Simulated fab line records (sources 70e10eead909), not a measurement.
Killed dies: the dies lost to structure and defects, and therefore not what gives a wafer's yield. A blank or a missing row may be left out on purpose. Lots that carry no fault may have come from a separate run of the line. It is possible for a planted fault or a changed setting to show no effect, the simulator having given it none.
Matching of chambers || flow nand harc || rie diel-05 running NHARC_A_STAIRCASE_TRIM_12: 4 sister chambers
The step chemistry O2, time 211.2 s. 14 wafers are shown with their chamber, then 6 later ones without.

EACH WAFER AND ITS CHAMBER
{"wafer": "L076.1", "chamber": 3, "showerhead plenum p Torr (Torr)": 3.41, "rf vpp V (V)": 58.2, "o2 flow sccm (sccm)": 496.8}
{"wafer": "L076.5", "chamber": 2, "showerhead plenum p Torr (Torr)": 3.68, "rf vpp V (V)": 58.8, "o2 flow sccm (sccm)": 501.9}
{"wafer": "L077.1", "chamber": 0, "showerhead plenum p Torr (Torr)": 3.46, "rf vpp V (V)": 58.1, "o2 flow sccm (sccm)": 499.9}
{"wafer": "L077.5", "chamber": 0, "showerhead plenum p Torr (Torr)": 3.46, "rf vpp V (V)": 58.8, "o2 flow sccm (sccm)": 498.6}
{"wafer": "L077.6", "chamber": 1, "showerhead plenum p Torr (Torr)": 3.37, "rf vpp V (V)": 56.6, "o2 flow sccm (sccm)": 501.5}
{"wafer": "L087.2", "chamber": 1, "showerhead plenum p Torr (Torr)": 3.36, "rf vpp V (V)": 56.5, "o2 flow sccm (sccm)": 501.3}
{"wafer": "L087.4", "chamber": 3, "showerhead plenum p Torr (Torr)": 3.40, "rf vpp V (V)": 58.2, "o2 flow sccm (sccm)": 501.0}
{"wafer": "L087.5", "chamber": 2, "showerhead plenum p Torr (Torr)": 3.67, "rf vpp V (V)": 58.8, "o2 flow sccm (sccm)": 498.8}
{"wafer": "L088.3", "chamber": 0, "showerhead plenum p Torr (Torr)": 3.45, "rf vpp V (V)": 57.1, "o2 flow sccm (sccm)": 501.6}
{"wafer": "L088.5", "chamber": 0, "showerhead plenum p Torr (Torr)": 3.45, "rf vpp V (V)": 58.5, "o2 flow sccm (sccm)": 497.7}
{"wafer": "L088.6", "chamber": 3, "showerhead plenum p Torr (Torr)": 3.40, "rf vpp V (V)": 56.9, "o2 flow sccm (sccm)": 499.4}
{"wafer": "L089.1", "chamber": 0, "showerhead plenum p Torr (Torr)": 3.44, "rf vpp V (V)": 56.2, "o2 flow sccm (sccm)": 498.7}
{"wafer": "L089.4", "chamber": 3, "showerhead plenum p Torr (Torr)": 3.39, "rf vpp V (V)": 56.9, "o2 flow sccm (sccm)": 500.1}
{"wafer": "L089.6", "chamber": 0, "showerhead plenum p Torr (Torr)": 3.44, "rf vpp V (V)": 57.5, "o2 flow sccm (sccm)": 499.0}

SIGNATURES (averages over the wafers above)
{"reading": "showerhead plenum p Torr", "chamber 0": 3.4500, "chamber 1": 3.3650, "chamber 2": 3.6750, "chamber 3": 3.4000, "scatter within a chamber": 0.00837}
{"reading": "rf vpp V", "chamber 0": 57.700, "chamber 1": 56.550, "chamber 2": 58.800, "chamber 3": 57.550, "scatter within a chamber": 0.797}
{"reading": "o2 flow sccm", "chamber 0": 499.250, "chamber 1": 501.400, "chamber 2": 500.350, "chamber 3": 499.325, "scatter within a chamber": 1.54}
Rule: a wafer lies at a distance from a chamber equal to the root of the sum of squares, over the readings, of (its reading less the chamber's mean, divided by the reading's scatter). If the next closest chamber is less than 2 further off than the closest, the wafer can't be placed; otherwise it belongs to the closest. How the scatter is found: for the shown wafers, subtract from each reading the mean of its chamber, square and add these, divide the total by (wafers less chambers), then take the root.

WAFERS WITHOUT THEIR CHAMBER
{"wafer": "L095.1", "showerhead plenum p Torr (Torr)": 3.66, "rf vpp V (V)": 57.9, "o2 flow sccm (sccm)": 500.5}
{"wafer": "L095.2", "showerhead plenum p Torr (Torr)": 3.44, "rf vpp V (V)": 57.3, "o2 flow sccm (sccm)": 500.7}
{"wafer": "L095.6", "showerhead plenum p Torr (Torr)": 3.39, "rf vpp V (V)": 57.7, "o2 flow sccm (sccm)": 500.5}
{"wafer": "L094.2", "showerhead plenum p Torr (Torr)": 3.66, "rf vpp V (V)": 60.1, "o2 flow sccm (sccm)": 501.5}
{"wafer": "L094.3", "showerhead plenum p Torr (Torr)": 3.39, "rf vpp V (V)": 57.4, "o2 flow sccm (sccm)": 500.0}
{"wafer": "L094.4", "showerhead plenum p Torr (Torr)": 3.36, "rf vpp V (V)": 56.7, "o2 flow sccm (sccm)": 500.2}

WHICH CHAMBER EACH WENT THROUGH
{"wafer": "L095.1", "from the rows above": 2, "in truth": 2}
{"wafer": "L095.2", "from the rows above": 0, "in truth": 0}
{"wafer": "L095.6", "from the rows above": "can't be placed: 3 or 1", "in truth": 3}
{"wafer": "L094.2", "from the rows above": 2, "in truth": 2}
{"wafer": "L094.3", "from the rows above": 3, "in truth": 3}
{"wafer": "L094.4", "from the rows above": 1, "in truth": 1}
Correctly placed: 5 of 6. Unplaceable from these rows: 1, with the true chamber sitting among the candidates in 1. Placed wrongly: 0.
